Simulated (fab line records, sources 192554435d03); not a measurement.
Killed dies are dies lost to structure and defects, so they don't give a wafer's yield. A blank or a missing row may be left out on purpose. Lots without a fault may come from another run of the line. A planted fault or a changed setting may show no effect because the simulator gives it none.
Which tool did it? | flow n5_finfet | 10 lots, 30 wafers sampled, at 2 steps of a route of 1938

WHAT THE GAUGES READ, wafer by wafer
N5_BEOL_M14_THK_MEAS_01. Usual: M14_ILD_THK 1119 nm, standard deviation 16.
lot  | measured     | on            | M14_ILD_THK (nm) | flag
L351 | day 12 09:38 | film_metro-01 | 1114 1106 1133   |
L358 | day 14 04:56 | film_metro-01 | 1124 1149 1142   |
L360 | day 14 05:58 | film_metro-01 | 1113 1124 1096   |
L359 | day 14 15:23 | film_metro-01 | 1119 1145 1142   |
L363 | day 15 13:44 | film_metro-01 | 1108 1083 1123   |
L366 | day 15 20:18 | film_metro-02 | 1133 1138 1125   |
L365 | day 15 20:42 | film_metro-01 | 1108 1115 1122   |
L368 | day 16 09:46 | film_metro-02 | 1117 1106 1116   |
L370 | day 17 03:59 | film_metro-02 | 1115 1130 1136   |
L371 | day 17 10:24 | film_metro-01 | 1088 1118 1130   |

WHICH TOOL RAN EACH LOT (tool, then ch and the chambers of the sampled wafers, then the start)
lot  | N5_BEOL_M13_ANNEAL_48
L351 | rtp_anneal-02 ch 0, day 12 08:40
L358 | rtp_anneal-02 ch 0, day 14 04:01
L360 | rtp_anneal-02 ch 0, day 14 04:49
L359 | rtp_anneal-01 ch 0, day 14 14:28
L363 | rtp_anneal-02 ch 0, day 15 12:48
L366 | rtp_anneal-02 ch 0, day 15 19:22
L365 | rtp_anneal-02 ch 0, day 15 19:46
L368 | rtp_anneal-01 ch 0, day 16 08:48
L370 | rtp_anneal-01 ch 0, day 17 03:04
L371 | rtp_anneal-01 ch 0, day 17 09:23
- N5_BEOL_M13_ANNEAL_48: time 90 s.

WHAT THE TOOLS THEMSELVES READ (means of the sampled wafers that have a number; where no wafer has one, the mark that the record gives instead)
N5_BEOL_M13_ANNEAL_48. Usual: anneal_temp_c_max 226.2, standard deviation 0.55; wafer_temp_C_max 226.30, standard deviation 0.26.
lot  | tool          | anneal_temp_c_max | wafer_temp_C_max | flag
L351 | rtp_anneal-02 | 226.5             | 226.47           |
L358 | rtp_anneal-02 | 226.4             | 226.31           |
L360 | rtp_anneal-02 | 226.7             | 226.31           |
L359 | rtp_anneal-01 | 225.6             | 226.05           |
L363 | rtp_anneal-02 | 226.7             | 226.08           |
L366 | rtp_anneal-02 | 226.8             | 226.53           |
L365 | rtp_anneal-02 | 226.6             | 226.19           |
L368 | rtp_anneal-01 | 225.8             | 226.17           |
L370 | rtp_anneal-01 | 225.6             | 226.20           |
L371 | rtp_anneal-01 | 225.8             | 226.11           |

THE ANSWER, worked out from the rows above alone
Rule: a lot is off if the mean of its wafers that have a number lies more than 3 standard deviations from the usual mean. A lot without any number at a reading at which 4 lots or more have one is off too. The other lots that the step has rows for count as sound. The gauges are gone through in route order, then the tools' own readings, and for those a lot's mean is taken as printed above. The first step at which some lot is off is used, and at that step the reading that is off furthest; a lot without a number counts as furthest.
No lot is off at any reading shown: from this, nothing can be told.

WHAT THE SIMULATOR HAD PUT IN
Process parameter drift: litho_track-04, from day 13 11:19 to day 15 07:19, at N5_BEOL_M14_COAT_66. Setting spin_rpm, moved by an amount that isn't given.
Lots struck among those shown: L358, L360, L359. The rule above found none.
